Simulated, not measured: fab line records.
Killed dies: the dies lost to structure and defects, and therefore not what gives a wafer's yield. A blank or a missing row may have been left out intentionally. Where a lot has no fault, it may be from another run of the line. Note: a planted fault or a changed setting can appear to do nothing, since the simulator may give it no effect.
Which tool was responsible? | flow n5 finfet | Sampling: 11 lots, 33 wafers, 5 of 1938 route steps

WHAT THE GAUGES SHOWED, per wafer
N5_STI_FIN_REVEAL_INSPECT_13: inspects for defects (darkfield). Usual: raw defect count reads 11 (standard deviation 4.5).
lot  | measured    | on                | raw defect count | flag
L212 | day 2 13:28 | defect inspect-01 | 9 10 7           |
L213 | day 2 19:13 | defect inspect-02 | 18 7 15          |
L216 | day 3 15:12 | defect inspect-01 | 12 16 14         |
L217 | day 3 21:58 | defect inspect-01 | 10 8 15          |
L218 | day 4 01:30 | defect inspect-02 | 8 15 22          |
L220 | day 4 11:59 | defect inspect-01 | 15 7 15          |
L223 | day 5 07:37 | defect inspect-02 | 8 8 11           |
L224 | day 5 16:55 | defect inspect-02 | 6 13 14          |
L231 | day 7 06:51 | defect inspect-02 | 674 663 706      | OFF
L234 | day 8 02:11 | defect inspect-01 | 625 699 690      | OFF
L235 | day 8 09:25 | defect inspect-01 | 18 15 18         |

WHAT TOOL EACH LOT RAN ON (gives the tool, then ch and the chambers of the sampled wafers, and finally the start)
lot  | N5_FIN_CUT_CUT_ETCH_27            | N5_STI_FIN_REVEAL_ALD_14         | N5_STI_FIN_REVEAL_DENSIFY_30    | N5_STI_FIN_REVEAL_ETCH_34
L212 | rie diel-05 ch 2,3, day 2 04:20   | ald sin-03 ch 0,1,2, day 2 04:51 | rtp anneal-02 ch 0, day 2 10:13 | rie si-01 ch 1,2, day 2 12:46
L213 | rie diel-05 ch 1,2,3, day 2 09:23 | ald sin-03 ch 0,1,3, day 2 09:54 | rtp anneal-01 ch 0, day 2 15:28 | rie si-01 ch 2,3, day 2 18:32
L216 | rie diel-04 ch 0,2, day 3 03:15   | ald sin-01 ch 0,2, day 3 05:56   | rtp anneal-02 ch 0, day 3 11:59 | rie si-01 ch 0,1,3, day 3 14:30
L217 | rie diel-04 ch 0,1,2, day 3 10:37 | ald sin-03 ch 1,2, day 3 12:18   | rtp anneal-02 ch 0, day 3 18:41 | rie si-01 ch 0,1,3, day 3 21:16
L218 | rie diel-03 ch 1,2, day 3 16:18   | ald sin-01 ch 0,1,2, day 3 16:49 | rtp anneal-02 ch 0, day 3 22:10 | rie si-05 ch 1,2,3, day 4 00:48
L220 | rie diel-05 ch 1,3, day 4 02:47   | ald sin-03 ch 0,3, day 4 03:20   | rtp anneal-01 ch 0, day 4 08:43 | rie si-05 ch 1,2, day 4 11:17
L223 | rie diel-03 ch 0,1,3, day 4 22:10 | ald sin-03 ch 0,1,3, day 4 22:58 | rtp anneal-01 ch 0, day 5 04:22 | rie si-04 ch 0,2,3, day 5 06:55
L224 | rie diel-04 ch 0,1,2, day 5 06:35 | ald sin-04 ch 0,1,2, day 5 08:19 | rtp anneal-02 ch 0, day 5 13:40 | rie si-01 ch 0,1, day 5 16:14
L231 | rie diel-03 ch 0,1,3, day 6 21:27 | ald sin-04 ch 0,1,3, day 6 21:58 | rtp anneal-01 ch 0, day 7 03:35 | rie si-05 ch 0,1,2, day 7 06:08
L234 | rie diel-05 ch 0,1, day 7 16:55   | ald sin-04 ch 0,2, day 7 17:26   | rtp anneal-02 ch 0, day 7 22:53 | rie si-05 ch 0,1,2, day 8 01:29
L235 | rie diel-05 ch 2,3, day 7 23:35   | ald sin-04 ch 0,3, day 8 00:06   | rtp anneal-02 ch 0, day 8 06:12 | rie si-01 ch 0,1,3, day 8 08:43
- N5_FIN_CUT_CUT_ETCH_27: etches SiO2 in CHF3/O2, target depth 4 nm, overetch 2 nm, time 4.9 s.
- N5_STI_FIN_REVEAL_ALD_14: deposits Si3N4, target thk 3 nm.
- N5_STI_FIN_REVEAL_DENSIFY_30
- N5_STI_FIN_REVEAL_ETCH_34: etches Si in H2, material Si, target depth 0.97 nm.

AS READ BY THE TOOLS THEMSELVES (means over the sampled wafers that have a number; for cases with no such wafer, the mark the record gives instead)
N5_FIN_CUT_CUT_ETCH_27. Usual: drypump motor current A 5.5 A, standard deviation 0.5; oes product au 0.62 a.u., standard deviation 0.065; rf vpp V 525 V, standard deviation 7.5; showerhead plenum p Torr 2.43 Torr, standard deviation 0.099; throttle valve pct 18.93 %, standard deviation 0.26.
lot  | tool        | drypump motor current A (A) | oes product au (a.u.) | rf vpp V (V) | showerhead plenum p Torr (Torr) | throttle valve pct (%) | flag
L212 | rie diel-05 | 5.4                         | 0.55                  | 525          | 2.31                            | 19.08                  |
L213 | rie diel-05 | 5.6                         | 0.61                  | 527          | 2.41                            | 18.97                  |
L216 | rie diel-04 | 5.2                         | 0.60                  | 528          | 2.38                            | 18.61                  |
L217 | rie diel-04 | 5.1                         | 0.60                  | 526          | 2.42                            | 18.85                  |
L218 | rie diel-03 | 6.1                         | 0.58                  | 525          | 2.43                            | 18.89                  |
L220 | rie diel-05 | 5.8                         | 0.73                  | 528          | 2.49                            | 18.77                  |
L223 | rie diel-03 | 5.7                         | 0.59                  | 519          | 2.38                            | 19.13                  |
L224 | rie diel-04 | 5.1                         | 0.59                  | 527          | 2.41                            | 18.87                  |
L231 | rie diel-03 | 5.7                         | 0.59                  | 520          | 2.37                            | 19.16                  |
L234 | rie diel-05 | 5.7                         | 0.67                  | 526          | 2.55                            | 18.89                  |
L235 | rie diel-05 | 5.4                         | 0.73                  | 531          | 2.49                            | 18.74                  |

N5_STI_FIN_REVEAL_ALD_14. Usual: heater power w reads 858 W (standard deviation 82).
lot  | tool       | heater power w (W) | flag
L212 | ald sin-03 | 861                |
L213 | ald sin-03 | 799                |
L216 | ald sin-01 | 904                |
L217 | ald sin-03 | 846                |
L218 | ald sin-01 | 960                |
L220 | ald sin-03 | 793                |
L223 | ald sin-03 | 808                |
L224 | ald sin-04 | 889                |
L231 | ald sin-04 | 858                |
L234 | ald sin-04 | 902                |
L235 | ald sin-04 | 858                |

N5_STI_FIN_REVEAL_DENSIFY_30. Usual: lamp power pct reads 11.53 % (standard deviation 0.053).
lot  | tool          | lamp power pct (%) | flag
L212 | rtp anneal-02 | 11.57              |
L213 | rtp anneal-01 | 11.52              |
L216 | rtp anneal-02 | 11.48              |
L217 | rtp anneal-02 | 11.52              |
L218 | rtp anneal-02 | 11.56              |
L220 | rtp anneal-01 | 11.53              |
L223 | rtp anneal-01 | 11.48              |
L224 | rtp anneal-02 | 11.55              |
L231 | rtp anneal-01 | 11.53              |
L234 | rtp anneal-02 | 11.60              |
L235 | rtp anneal-02 | 11.54              |

N5_STI_FIN_REVEAL_ETCH_34. Usual: drypump motor current A 5.7 A, standard deviation 0.42; oes product au 1.004 a.u., standard deviation 0.019; throttle valve pct 25.7 %, standard deviation 0.55.
lot  | tool      | drypump motor current A (A) | oes product au (a.u.) | throttle valve pct (%) | flag
L212 | rie si-01 | 5.5                         | 1.022                 | 25.9                   |
L213 | rie si-01 | 5.6                         | 1.009                 | 25.6                   |
L216 | rie si-01 | 5.8                         | 1.018                 | 26.1                   |
L217 | rie si-01 | 5.8                         | 1.015                 | 26.0                   |
L218 | rie si-05 | 5.8                         | 0.991                 | 25.4                   |
L220 | rie si-05 | 5.6                         | 0.994                 | 25.8                   |
L223 | rie si-04 | 5.0                         | 1.004                 | 25.6                   |
L224 | rie si-01 | 5.9                         | 0.989                 | 25.9                   |
L231 | rie si-05 | 6.0                         | 1.005                 | 25.4                   |
L234 | rie si-05 | 6.0                         | 1.002                 | 25.4                   |
L235 | rie si-01 | 5.8                         | 1.011                 | 26.1                   |

THE ANSWER, worked out from the rows above alone
Rule: lot off if the mean of its wafers having a number is beyond 3 standard deviations from the usual mean. A lot without any number at a reading at which 4 lots or more have one is off too. All remaining lots with rows at the step are treated as sound. First the gauges in route order, then the tools' own readings, where a lot's mean is used as printed above. The first step at which some lot is off is used, and at that step the reading that is off furthest; a lot without a number counts as furthest.
Off: L231, L234 (N5_STI_FIN_REVEAL_INSPECT_13, raw defect count).
If a tool, at a process step before that reading, ran all the lots that are off and no sound lot after the first of them, it fits. The gauges at N5_STI_FIN_REVEAL_INSPECT_13 are tried like those tools. One fits: N5_STI_FIN_REVEAL_ETCH_34 on rie si-05. Its last sound lot is L220 (day 4 11:17), its first lot that is off L231 (day 7 06:08): a fault that began between those two fits.

WHAT THE SIMULATOR HAD INSERTED
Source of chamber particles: rie si-05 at N5_STI_FIN_REVEAL_ETCH_34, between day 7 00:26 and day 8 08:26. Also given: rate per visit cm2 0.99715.
Lots struck among those shown: L231, L234. This agrees with what the rule above found.
